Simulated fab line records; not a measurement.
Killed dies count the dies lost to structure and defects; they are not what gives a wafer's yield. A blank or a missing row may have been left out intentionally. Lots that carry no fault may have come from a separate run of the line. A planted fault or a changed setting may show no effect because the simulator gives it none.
Chamber matching | flow nandHarc | 3 sister chambers for NHARC_A_SLIT_DEP_23 on pecvd-01
The step deposits SiON, target thk 100 nm. 6 wafers are shown with their chamber, then 7 later ones without.

EACH WAFER AND ITS CHAMBER
wafer  | chamber | heaterPowerW (W)
L600.1 | 0       | 723
L604.2 | 2       | 800
L604.3 | 1       | 662
L604.5 | 2       | 820
L608.2 | 1       | 731
L608.4 | 0       | 743

WAFERS WITHOUT THEIR CHAMBER
wafer  | heaterPowerW (W)
L608.6 | 736
L611.2 | 870
L611.4 | 874
L611.6 | 764
L617.1 | 742
L617.2 | 830
L617.5 | 748

THE CHAMBER EACH PASSED THROUGH
wafer  | from the rows above          | in truth
L608.6 | can't be placed: 0 or 1      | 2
L611.2 | 2                            | 2
L611.4 | 2                            | 2
L611.6 | can't be placed: 0 or 2 or 1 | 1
L617.1 | can't be placed: 0 or 1 or 2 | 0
L617.2 | 2                            | 2
L617.5 | can't be placed: 0 or 1 or 2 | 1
Placed correctly: 3 of 7. From these rows, 4 cannot be placed; in 3 the true chamber is one of the candidates. Placed wrongly: 0.
How it was worked out, from the rows above alone: a wafer's distance from a chamber is the root of the sum, over the readings, of the square of ((its reading less the chamber's mean) divided by the reading's scatter). The wafer belongs to the nearest chamber; if the next one is less than 2 further off, it can't be placed. The mean given for a chamber averages the wafers shown for that chamber. The scatter: the root of (the sum of the squares of (reading less its chamber's mean) over the shown wafers, divided by (wafers less chambers)).
